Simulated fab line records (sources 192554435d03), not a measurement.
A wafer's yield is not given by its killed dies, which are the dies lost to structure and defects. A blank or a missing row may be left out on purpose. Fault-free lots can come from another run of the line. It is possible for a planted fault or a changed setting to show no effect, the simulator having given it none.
fab line records + flow n5-finfet
record:
- lots: 7
- wafers: 20
- last-day: 17
route steps=1938 shown FIN_SAQP@97 BEOL_M4@1111
lots that met no fault: taken from a fault-free run of the same line
start-h: hours from the record's first day to the start of the lot's first wafer shown + wait-h: time in hours since the lot's previous step + " the same as in the row above + L1.1+2: several wafers, shown together as one row + - no value, or no start was given + * or withheld: withheld + < > ~ a bound
route shown NAME@n: NAME is a module with steps in the file, n the number in the route of the first one + usual: mean and standard deviation over wafers with no fault + same: alike in all rows + chamber/n: place in a boat + sites: readings site by site + _std_site: standard deviation across them + _edge_site: the outer-site mean with the inner-site mean subtracted + radius-mm: how far each site lies from the wafer's centre + mask NAME#n: copy n + behind: the most recent tool/chamber to have shaped the wafer + hold: cause of the lot's hold/its duration in hours/its outcome + device: the n, p or np transistor that did not switch + end of line: tests of these same wafers at the route's end + a step without rows: its recipe alone + killed: dies lost to structure and defects at the first sort, not the wafer's yield + map: a wafer's dies, x killed, . not, _ none there
set.NAME: setting as actually run; set.NAME@STEP: the setting as run at that earlier step + model.NAME: the simulator's own value behind a step, which no gauge read
lots seen at some steps along the route; tables by step, rows by wafer
services: from which hour (start-h, from the record's first day; less than 0 if before it) a tool's chamber was out of use, for how many hours, and why
== steps ==
step: N5_FIN_SAQP_THK_MEAS_05
usual:
- thk-nm: 38.1/0.5
| lot.wafer | tool          | chamber | start-h | wait-h | thk-nm |
|-----------|---------------|---------|---------|--------|--------|
| L753.1    | film-metro-02 | -       | 32.86   | 0.1    | 38.4   |
| L753.2    | "             | -       | "       | "      | 38.2   |
| L753.6    | "             | -       | "       | "      | 39.4   |
| L756.1    | film-metro-02 | -       | 50.73   | 0.1    | 38.1   |
| L756.2    | "             | -       | "       | "      | 37.9   |
| L756.5    | "             | -       | "       | "      | 38.7   |
| L764.1    | film-metro-01 | -       | 99.05   | 0.1    | 37.4   |
| L764.4    | "             | -       | "       | "      | 38.0   |
| L766.1    | film-metro-02 | -       | 111.56  | 0.1    | 38.0   |
| L766.2    | "             | -       | "       | "      | 37.5   |
| L766.5    | "             | -       | "       | "      | 38.3   |
| L769.1    | film-metro-01 | -       | 129.55  | 0.1    | 37.3   |
| L769.3    | "             | -       | "       | "      | 37.4   |
| L769.5    | "             | -       | "       | "      | 37.6   |
| L770.3    | film-metro-02 | -       | 134.82  | 0.1    | 37.6   |
| L770.4    | "             | -       | "       | "      | 38.3   |
| L770.6    | "             | -       | "       | "      | 38.4   |
| L773.4    | film-metro-02 | -       | 153.65  | 0.1    | 38.2   |
| L773.5    | "             | -       | "       | "      | 37.8   |
| L773.6    | "             | -       | "       | "      | 37.8   |
step: N5_FIN_SAQP_PECVD_47
recipe:
- material: a-Si
- target-thk-a: 450
- temp-c: 400
- precursor: SiH4/He
- pressure-torr: 3
- rf-w: 100
- time-s: 36.3
usual:
- heater-power-w: 797/65
- showerhead-plenum-p-Torr: 5.66/0.044
- throttle-valve-pct: 18.3/0.95
| lot.wafer | tool     | chamber | start-h | wait-h | heater-power-w | showerhead-plenum-p-Torr | throttle-valve-pct |
|-----------|----------|---------|---------|--------|----------------|--------------------------|--------------------|
| L753.1    | pecvd-02 | 0       | 32.90   | 0.0    | 727            | 5.62                     | 18.6               |
| L753.2    | "        | 1       | "       | "      | 773            | 5.66                     | 17.5               |
| L753.6    | "        | 0       | "       | "      | 747            | 5.63                     | 18.5               |
| L756.1    | pecvd-04 | 1       | 50.77   | 0.0    | 697            | 5.68                     | 18.4               |
| L756.2    | "        | 2       | "       | "      | 700            | 5.63                     | 19.1               |
| L756.5    | "        | 0       | "       | "      | 812            | 5.73                     | 18.5               |
| L764.1    | pecvd-03 | 0       | 99.09   | 0.0    | 863            | 5.69                     | 19.0               |
| L764.4    | "        | 1       | "       | "      | 783            | 5.63                     | 19.6               |
| L766.1    | pecvd-04 | 1       | 111.59  | 0.0    | 717            | 5.71                     | 18.5               |
| L766.2    | "        | 2       | "       | "      | 693            | 5.63                     | 19.2               |
| L766.5    | "        | 1       | "       | "      | 712            | 5.70                     | 18.4               |
| L769.1    | pecvd-02 | 1       | 129.59  | 0.0    | 824            | 5.67                     | 17.6               |
| L769.3    | "        | 2       | "       | "      | 879            | 5.60                     | 17.2               |
| L769.5    | "        | 1       | "       | "      | 822            | 5.66                     | 17.7               |
| L770.3    | pecvd-04 | 1       | 134.87  | 0.1    | 805            | 5.69                     | 18.3               |
| L770.4    | "        | 0       | "       | "      | 835            | 5.75                     | 18.7               |
| L770.6    | "        | 1       | "       | "      | 781            | 5.70                     | 18.3               |
| L773.4    | pecvd-03 | 2       | 153.70  | 0.1    | 871            | 5.67                     | 16.7               |
| L773.5    | "        | 1       | "       | "      | 747            | 5.61                     | 19.3               |
| L773.6    | "        | 2       | "       | "      | 849            | 5.68                     | 16.9               |
step: N5_FIN_SAQP_PECVD_48
recipe:
- material: SiNx
- target-thk-a: 250
- temp-c: 400
- precursor: SiH4/NH3/N2
- pressure-torr: 1.5
- rf-w: 300
- time-s: 22.1
usual:
- heater-power-w: 731/70
- showerhead-plenum-p-Torr: 5.13/0.06
- throttle-valve-pct: 40.1/2
| lot.wafer | tool     | chamber | start-h | wait-h | heater-power-w | showerhead-plenum-p-Torr | throttle-valve-pct |
|-----------|----------|---------|---------|--------|----------------|--------------------------|--------------------|
| L753.1    | pecvd-02 | 0       | 32.95   | 0.0    | 766            | 5.08                     | 40.7               |
| L753.2    | "        | 1       | "       | "      | 625            | 5.13                     | 39.1               |
| L753.6    | "        | 0       | "       | "      | 771            | 5.08                     | 40.6               |
| L756.1    | pecvd-04 | 1       | 50.81   | 0.0    | 679            | 5.19                     | 40.1               |
| L756.2    | "        | 2       | "       | "      | 648            | 5.09                     | 41.9               |
| L756.5    | "        | 0       | "       | "      | 788            | 5.25                     | 40.7               |
| L764.1    | pecvd-03 | 0       | 99.13   | 0.0    | 757            | 5.18                     | 41.7               |
| L764.4    | "        | 1       | "       | "      | 616            | 5.07                     | 42.7               |
| L766.1    | pecvd-04 | 1       | 111.63  | 0.0    | 734            | 5.19                     | 40.1               |
| L766.2    | "        | 2       | "       | "      | 581            | 5.08                     | 42.3               |
| L766.5    | "        | 1       | "       | "      | 734            | 5.18                     | 40.1               |
| L769.1    | pecvd-02 | 1       | 129.63  | 0.0    | 723            | 5.13                     | 39.0               |
| L769.3    | "        | 2       | "       | "      | 827            | 5.05                     | 38.0               |
| L769.5    | "        | 1       | "       | "      | 767            | 5.13                     | 38.7               |
| L770.3    | pecvd-04 | 1       | 134.93  | 0.0    | 660            | 5.18                     | 40.1               |
| L770.4    | "        | 0       | "       | "      | 778            | 5.24                     | 41.0               |
| L770.6    | "        | 1       | "       | "      | 655            | 5.19                     | 40.1               |
| L773.4    | pecvd-03 | 2       | 153.76  | 0.0    | 807            | 5.17                     | 36.6               |
| L773.5    | "        | 1       | "       | "      | 616            | 5.09                     | 42.4               |
| L773.6    | "        | 2       | "       | "      | 807            | 5.15                     | 36.7               |
step: N5_FIN_SAQP_PECVD_06
recipe:
- material: a-Si
- target-thk-a: 600
- temp-c: 400
- precursor: SiH4/He
- pressure-torr: 3
- rf-w: 100
- time-s: 48.1
usual:
- heater-power-w: 805/69
- showerhead-plenum-p-Torr: 5.66/0.044
- throttle-valve-pct: 18.3/0.9
| lot.wafer | tool     | chamber | start-h | wait-h | heater-power-w | showerhead-plenum-p-Torr | throttle-valve-pct |
|-----------|----------|---------|---------|--------|----------------|--------------------------|--------------------|
| L753.1    | pecvd-02 | 0       | 32.99   | 0.0    | 785            | 5.63                     | 18.7               |
| L753.2    | "        | 1       | "       | "      | 811            | 5.67                     | 18.0               |
| L753.6    | "        | 0       | "       | "      | 795            | 5.63                     | 18.5               |
| L756.1    | pecvd-04 | 1       | 50.85   | 0.0    | 747            | 5.69                     | 18.3               |
| L756.2    | "        | 2       | "       | "      | 705            | 5.61                     | 18.9               |
| L756.5    | "        | 0       | "       | "      | 774            | 5.74                     | 18.4               |
| L764.1    | pecvd-03 | 0       | 99.17   | 0.0    | 840            | 5.69                     | 19.2               |
| L764.4    | "        | 1       | "       | "      | 779            | 5.63                     | 19.3               |
| L766.1    | pecvd-04 | 1       | 111.67  | 0.0    | 803            | 5.71                     | 18.2               |
| L766.2    | "        | 2       | "       | "      | 709            | 5.63                     | 19.1               |
| L766.5    | "        | 1       | "       | "      | 777            | 5.72                     | 18.4               |
| L769.1    | pecvd-02 | 1       | 129.67  | 0.0    | 719            | 5.65                     | 17.7               |
| L769.3    | "        | 2       | "       | "      | 854            | 5.60                     | 17.0               |
| L769.5    | "        | 1       | "       | "      | 716            | 5.67                     | 17.8               |
| L770.3    | pecvd-04 | 1       | 135.00  | 0.0    | 806            | 5.69                     | 18.2               |
| L770.4    | "        | 0       | "       | "      | 870            | 5.75                     | 18.6               |
| L770.6    | "        | 1       | "       | "      | 795            | 5.70                     | 18.1               |
| L773.4    | pecvd-03 | 2       | 153.83  | 0.0    | 898            | 5.68                     | 16.7               |
| L773.5    | "        | 1       | "       | "      | 745            | 5.62                     | 19.4               |
| L773.6    | "        | 2       | "       | "      | 923            | 5.68                     | 17.0               |
step: N5_FIN_SAQP_THK_MEAS_07
usual:
- thk-nm: 60.0/0.76
| lot.wafer | tool          | chamber | start-h | wait-h | thk-nm |
|-----------|---------------|---------|---------|--------|--------|
| L753.1    | film-metro-02 | -       | 33.07   | 0.1    | 60.1   |
| L753.2    | "             | -       | "       | "      | 59.0   |
| L753.6    | "             | -       | "       | "      | 60.9   |
| L756.1    | film-metro-02 | -       | 50.94   | 0.1    | 59.0   |
| L756.2    | "             | -       | "       | "      | 59.5   |
| L756.5    | "             | -       | "       | "      | 61.0   |
| L764.1    | film-metro-01 | -       | 99.26   | 0.1    | 58.9   |
| L764.4    | "             | -       | "       | "      | 59.4   |
| L766.1    | film-metro-01 | -       | 111.76  | 0.1    | 58.3   |
| L766.2    | "             | -       | "       | "      | 58.7   |
| L766.5    | "             | -       | "       | "      | 59.2   |
| L769.1    | film-metro-02 | -       | 129.76  | 0.1    | 59.0   |
| L769.3    | "             | -       | "       | "      | 59.4   |
| L769.5    | "             | -       | "       | "      | 60.1   |
| L770.3    | film-metro-02 | -       | 135.09  | 0.1    | 60.0   |
| L770.4    | "             | -       | "       | "      | 59.7   |
| L770.6    | "             | -       | "       | "      | 59.6   |
| L773.4    | film-metro-01 | -       | 153.92  | 0.1    | 61.3   |
| L773.5    | "             | -       | "       | "      | 60.6   |
| L773.6    | "             | -       | "       | "      | 61.1   |
step: N5_FIN_SAQP_HM_DEP_72
recipe:
- material: SiO2
- target-thk-a: 120
- temp-c: 400
- precursor: SiH4/N2O
- pressure-torr: 0.75
- rf-w: 275
- time-s: 7.2
usual:
- heater-power-w: 751/67
- showerhead-plenum-p-Torr: 8.12/0.11
| lot.wafer | tool     | chamber | start-h | wait-h | heater-power-w | showerhead-plenum-p-Torr |
|-----------|----------|---------|---------|--------|----------------|--------------------------|
| L753.1    | pecvd-03 | 2       | 33.11   | 0.0    | 816            | 8.16                     |
| L753.2    | "        | 1       | "       | "      | 644            | 8.00                     |
| L753.6    | "        | 0       | "       | "      | 820            | 8.19                     |
| L756.1    | pecvd-03 | 0       | 50.98   | 0.0    | 835            | 8.20                     |
| L756.2    | "        | 2       | "       | "      | 807            | 8.17                     |
| L756.5    | "        | 1       | "       | "      | 683            | 8.01                     |
| L764.1    | pecvd-02 | 1       | 99.29   | 0.0    | 677            | 8.11                     |
| L764.4    | "        | 2       | "       | "      | 870            | 7.94                     |
| L766.1    | pecvd-04 | 2       | 111.80  | 0.0    | 676            | 8.02                     |
| L766.2    | "        | 0       | "       | "      | 823            | 8.37                     |
| L766.5    | "        | 1       | "       | "      | 754            | 8.21                     |
| L769.1    | pecvd-03 | 2       | 129.79  | 0.0    | 835            | 8.15                     |
| L769.3    | "        | 0       | "       | "      | 770            | 8.21                     |
| L769.5    | "        | 1       | "       | "      | 737            | 8.01                     |
| L770.3    | pecvd-02 | 0       | 135.13  | 0.0    | 722            | 8.00                     |
| L770.4    | "        | 0       | "       | "      | 709            | 8.04                     |
| L770.6    | "        | 2       | "       | "      | 804            | 7.98                     |
| L773.4    | pecvd-04 | 1       | 153.98  | 0.1    | 671            | 8.21                     |
| L773.5    | "        | 2       | "       | "      | 656            | 8.03                     |
| L773.6    | "        | 0       | "       | "      | 791            | 8.36                     |
step: N5_FIN_SAQP_COAT_49
recipe:
- resist: SOC
- temp-c: 250
- time-s: 60
- spin-rpm: 1500
- resist-thk-nm: 100
step: N5_FIN_SAQP_COAT_50
recipe:
- resist: SiARC
- temp-c: 220
- time-s: 60
- spin-rpm: 1500
- resist-thk-nm: 35
step: N5_FIN_SAQP_COAT_10
recipe:
- resist: CAR-ArF
- spin-rpm: 1500
- resist-thk-nm: 90
step: N5_FIN_SAQP_EBR_12
recipe:
- solvent: PGMEA
- ebr-width-mm: 1.5
step: N5_FIN_SAQP_SOFTBAKE_11
recipe:
- temp-c: 110
- time-s: 60
- resist: CAR-ArF
step: N5_FIN_SAQP_EXPOSE_13
recipe:
- mask-id: FIN_CORE
- na: 1.35
- source-shape: dipole
- sigma-inner: 0.538
- sigma-outer: 0.738
- polarization: te
- target-cd-nm: 35.6
- dose-mj: 63.25
step: N5_FIN_SAQP_PEB_14
recipe:
- peb-temp-c: withheld
- peb-time-s: 60
- resist: CAR-ArF
| lot.wafer  | tool           | chamber | start-h | wait-h |
|------------|----------------|---------|---------|--------|
| L753.1+2+6 | litho-track-01 | 0       | 33.49   | 0.1    |
| L756.1+2+5 | litho-track-05 | 0       | 51.23   | 0.1    |
| L764.1+4   | litho-track-05 | 0       | 99.55   | 0.1    |
| L766.1+2+5 | litho-track-05 | 0       | 112.20  | 0.1    |
| L769.1+3+5 | litho-track-05 | 0       | 130.06  | 0.1    |
| L770.3+4+6 | litho-track-01 | 0       | 135.39  | 0.0    |
| L773.4+5+6 | litho-track-01 | 0       | 154.22  | 0.0    |
step: N5_FIN_SAQP_DEVELOP_15
recipe:
- develop-time-s: 30
- developer: TMAH
- resist: CAR-ArF
- dev-temp-c: 23
- rinse-liquid: diw
- dry: air-spin
step: N5_FIN_SAQP_CD_MEAS_16
recipe:
- target-cd-nm: 35.6
- landing-energy-ev: 500
- detector: se-inlens
usual:
- cd-nm: 35.7/0.35
| lot.wafer | tool      | chamber | start-h | wait-h | cd-nm |
|-----------|-----------|---------|---------|--------|-------|
| L753.1    | cd-sem-02 | 0       | 33.56   | -      | 35.8  |
| L753.2    | "         | 0       | "       | "      | 35.4  |
| L753.6    | "         | 0       | "       | "      | 36.0  |
| L756.1    | cd-sem-03 | 0       | 51.30   | -      | 36.0  |
| L756.2    | "         | 0       | "       | "      | 35.7  |
| L756.5    | "         | 0       | "       | "      | 35.8  |
| L764.1    | cd-sem-01 | 0       | 99.62   | -      | 35.1  |
| L764.4    | "         | 0       | "       | "      | 37.2  |
| L766.1    | cd-sem-02 | 0       | 112.27  | -      | 36.2  |
| L766.2    | "         | 0       | "       | "      | 35.9  |
| L766.5    | "         | 0       | "       | "      | 37.5  |
| L769.1    | cd-sem-01 | 0       | 130.13  | -      | 35.3  |
| L769.3    | "         | 0       | "       | "      | 35.9  |
| L769.5    | "         | 0       | "       | "      | 37.4  |
| L770.3    | cd-sem-03 | 0       | 135.46  | -      | 35.6  |
| L770.4    | "         | 0       | "       | "      | 36.1  |
| L770.6    | "         | 0       | "       | "      | 35.7  |
| L773.4    | cd-sem-02 | 0       | 154.29  | -      | 36.0  |
| L773.5    | "         | 0       | "       | "      | 36.0  |
| L773.6    | "         | 0       | "       | "      | 36.1  |
step: N5_FIN_SAQP_OVL_MEAS_17
recipe:
- points-per-wafer: 44
usual:
- FIN_CORE_OVL: 0.2/0.88
same:
- points-per-wafer: 44
| lot.wafer | tool       | chamber | start-h | wait-h | FIN_CORE_OVL[nm] |
|-----------|------------|---------|---------|--------|------------------|
| L753.1    | overlay-01 | 0       | 33.60   | 0.0    | 1.3              |
| L753.2    | "          | 0       | "       | "      | 0.7              |
| L753.6    | "          | 0       | "       | "      | 1.0              |
| L756.1    | overlay-02 | 0       | 51.34   | 0.0    | 0.0              |
| L756.2    | "          | 0       | "       | "      | -1.4             |
| L756.5    | "          | 0       | "       | "      | 1.0              |
| L764.1    | overlay-02 | 0       | 99.66   | 0.0    | 0.5              |
| L764.4    | "          | 0       | "       | "      | 1.4              |
| L766.1    | overlay-01 | 0       | 112.31  | 0.0    | -0.8             |
| L766.2    | "          | 0       | "       | "      | -0.1             |
| L766.5    | "          | 0       | "       | "      | -0.9             |
| L769.1    | overlay-02 | 0       | 130.17  | 0.0    | -1.2             |
| L769.3    | "          | 0       | "       | "      | -1.0             |
| L769.5    | "          | 0       | "       | "      | 0.1              |
| L770.3    | overlay-02 | 0       | 135.49  | 0.0    | 0.9              |
| L770.4    | "          | 0       | "       | "      | 1.5              |
| L770.6    | "          | 0       | "       | "      | 0.0              |
| L773.4    | overlay-01 | 0       | 154.32  | 0.0    | 1.4              |
| L773.5    | "          | 0       | "       | "      | -0.2             |
| L773.6    | "          | 0       | "       | "      | 0.0              |
step: N5_BEOL_M4_RC_MEAS_101
usual:
- DIBL_N: 36.5/1.8
- DIBL_P: 36.5/2.1
- IOFF_N: 0.17/0.031
- IOFF_P: 0.22/0.036
- ION_N: 677/11
- ION_P: 463/8
- SS_N: 71.6/0.61
- SS_P: 73.3/0.63
- VT_N: 249/3.1
- VT_P: -250/3.3
| lot.wafer | tool      | chamber | start-h | wait-h | DIBL_N[mV/V] | DIBL_P[mV/V] | IOFF_N[nA/um] | IOFF_P[nA/um] | ION_N[uA/um] | ION_P[uA/um] | SS_N[mV/dec] | SS_P[mV/dec] | VT_N[mV] | VT_P[mV] |
|-----------|-----------|---------|---------|--------|--------------|--------------|---------------|---------------|--------------|--------------|--------------|--------------|----------|----------|
| L753.1    | prober-01 | 0       | 180.59  | 0.0    | 35.0         | 37.0         | 0.16          | 0.19          | 670          | 455          | 72.1         | 73.0         | 251      | -254     |
| L753.2    | "         | 0       | "       | "      | 34.5         | 35.9         | 0.15          | 0.17          | 672          | 451          | 71.5         | 73.1         | 248      | -256     |
| L753.6    | "         | 0       | "       | "      | 34.1         | 35.2         | 0.14          | 0.17          | 666          | 450          | 71.0         | 73.4         | 251      | -255     |
| L756.1    | prober-01 | 0       | 201.93  | 0.0    | 35.5         | 35.4         | 0.14          | 0.20          | 675          | 466          | 70.5         | 72.9         | 250      | -250     |
| L756.2    | "         | 0       | "       | "      | 35.4         | 34.3         | 0.14          | 0.20          | 667          | 468          | 71.3         | 72.9         | 249      | -248     |
| L756.5    | "         | 0       | "       | "      | 36.8         | 37.7         | 0.18          | 0.24          | 687          | 473          | 72.2         | 73.5         | 247      | -247     |
| L764.1    | prober-02 | 0       | 247.44  | 0.0    | 38.2         | 39.1         | 0.18          | 0.22          | 683          | 463          | 71.7         | 74.0         | 247      | -251     |
| L764.4    | "         | 0       | "       | "      | 37.4         | 38.5         | 0.19          | 0.22          | 699          | 468          | 71.8         | 74.9         | 246      | -252     |
| L766.1    | prober-01 | 0       | 264.95  | 0.0    | 37.3         | 38.1         | 0.18          | 0.22          | 677          | 459          | 71.7         | 73.4         | 247      | -250     |
| L766.2    | "         | 0       | "       | "      | 35.7         | 36.1         | 0.14          | 0.18          | 670          | 457          | 72.3         | 73.2         | 253      | -253     |
| L766.5    | "         | 0       | "       | "      | 37.8         | 38.8         | 0.19          | 0.23          | 675          | 458          | 71.7         | 73.5         | 246      | -251     |
| L770.3    | prober-02 | 0       | 274.69  | 0.3    | 35.1         | 35.4         | 0.16          | 0.24          | 679          | 476          | 71.7         | 71.9         | 248      | -245     |
| L770.4    | "         | 0       | "       | "      | 36.8         | 37.8         | 0.19          | 0.28          | 698          | 484          | 71.9         | 73.7         | 244      | -242     |
| L770.6    | "         | 0       | "       | "      | 38.2         | 40.1         | 0.24          | 0.35          | 709          | 494          | 72.1         | 73.6         | 243      | -240     |
| L769.1    | prober-02 | 0       | 277.34  | 0.0    | 40.0         | 39.8         | 0.21          | 0.25          | 674          | 458          | 72.4         | 74.4         | 246      | -246     |
| L769.3    | "         | 0       | "       | "      | 36.5         | 34.6         | 0.13          | 0.19          | 649          | 454          | 71.9         | 72.9         | 254      | -251     |
| L769.5    | "         | 0       | "       | "      | 38.7         | 38.6         | 0.17          | 0.23          | 680          | 468          | 72.4         | 73.4         | 249      | -248     |
| L773.4    | prober-02 | 0       | 313.24  | 0.5    | 37.9         | 38.7         | 0.20          | 0.28          | 678          | 472          | 71.8         | 73.9         | 244      | -245     |
| L773.5    | "         | 0       | "       | "      | 37.9         | 38.7         | 0.21          | 0.28          | 685          | 470          | 71.8         | 73.9         | 245      | -244     |
| L773.6    | "         | 0       | "       | "      | 39.4         | 40.0         | 0.22          | 0.30          | 688          | 477          | 72.4         | 74.3         | 244      | -244     |
== services ==
| tool           | chamber | start-h | hours | kind                      |
|----------------|---------|---------|-------|---------------------------|
| pecvd-03       | 1       | 10.78   | 2.1   | scheduled-down            |
| litho-track-01 | -       | 39.24   | -     | consumable-replace:filter |
| pecvd-03       | 2       | 45.28   | 4.9   | repair                    |
| litho-track-05 | -       | 68.64   | -     | consumable-replace:filter |
| pecvd-03       | -       | 77.70   | 2.5   | repair                    |
| pecvd-03       | 0       | 85.20   | 5.0   | scheduled-down            |
| pecvd-02       | 0       | 93.45   | 5.5   | scheduled-down            |
| litho-track-05 | -       | 121.52  | -     | consumable-replace:filter |
| pecvd-04       | 2       | 131.19  | 15.6  | repair                    |
| pecvd-03       | 1       | 143.74  | 5.5   | scheduled-down            |
| pecvd-03       | -       | 146.95  | 2.8   | pm                        |
| pecvd-02       | 0       | 148.80  | 5.5   | scheduled-down            |
| pecvd-03       | 0       | 152.86  | 5.5   | scheduled-down            |
== key ==
first-sign:
- step: N5_FIN_SAQP_CD_MEAS_16
- reading: cd-nm
- direction: up
- sigmas: 4.7
- usual: 35.7
- struck: 37.4
effect none on later readings
met-at N5_FIN_SAQP_PEB_14
struck-wafers L764.4,L766.5,L769.5
onset-between 51.23 99.55
fault:
- kind: process-parameter-drift
- tool: litho-track-05
- chamber: -
- onset-h: 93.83
- steps: N5_FIN_SAQP_PEB_14
- channel: peb-time-s
- offset: *
- shape: step
- end-h: 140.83
- scope: struck-wafers-only
- acts-in: *
- stated: *
